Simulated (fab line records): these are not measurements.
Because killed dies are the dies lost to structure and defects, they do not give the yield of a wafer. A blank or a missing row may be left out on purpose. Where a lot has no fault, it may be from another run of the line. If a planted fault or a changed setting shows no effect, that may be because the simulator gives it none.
Matching of chambers	flow nandHarc	3 sister chambers for NHARC_A_CONTACT_DEP_29 on pecvd-02
The step deposits SiON, target thk 70 nm. 6 wafers are shown with their chamber, then 7 later ones without.

WAFERS WITH THEIR CHAMBER
wafer	chamber	heaterPowerW (W)
L959.2	1	784
L961.5	2	700
L965.4	2	628
L965.5	1	788
L964.1	0	649
L964.5	0	655

WAFERS WITH NO CHAMBER GIVEN
wafer	heaterPowerW (W)
L964.6	736
L968.1	569
L968.3	686
L968.5	557
L970.2	790
L970.4	814
L970.5	685

WHICH CHAMBER EACH ONE RAN IN
wafer	from the rows above	in truth
L964.6	can't be placed: 1 or 2 or 0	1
L968.1	can't be placed: 0 or 2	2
L968.3	can't be placed: 2 or 0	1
L968.5	can't be placed: 0 or 2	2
L970.2	1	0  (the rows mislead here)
L970.4	1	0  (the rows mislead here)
L970.5	can't be placed: 2 or 0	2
0 of 7 placed correctly. Cannot be placed on the basis of these rows: 5; the candidates contain the true chamber in 4. Wrongly placed: 2.
How it was worked out, from the rows above alone: a wafer's distance from a chamber is the root of the sum, over the readings, of the square of ((its reading less the chamber's mean) divided by the reading's scatter). The wafer belongs to the nearest chamber; if the next one is less than 2 further off, it can't be placed. Each chamber's mean is taken over the wafers shown for it. How the scatter is found: for the shown wafers, subtract from each reading the mean of its chamber, square and add these, divide the total by (wafers less chambers), then take the root.
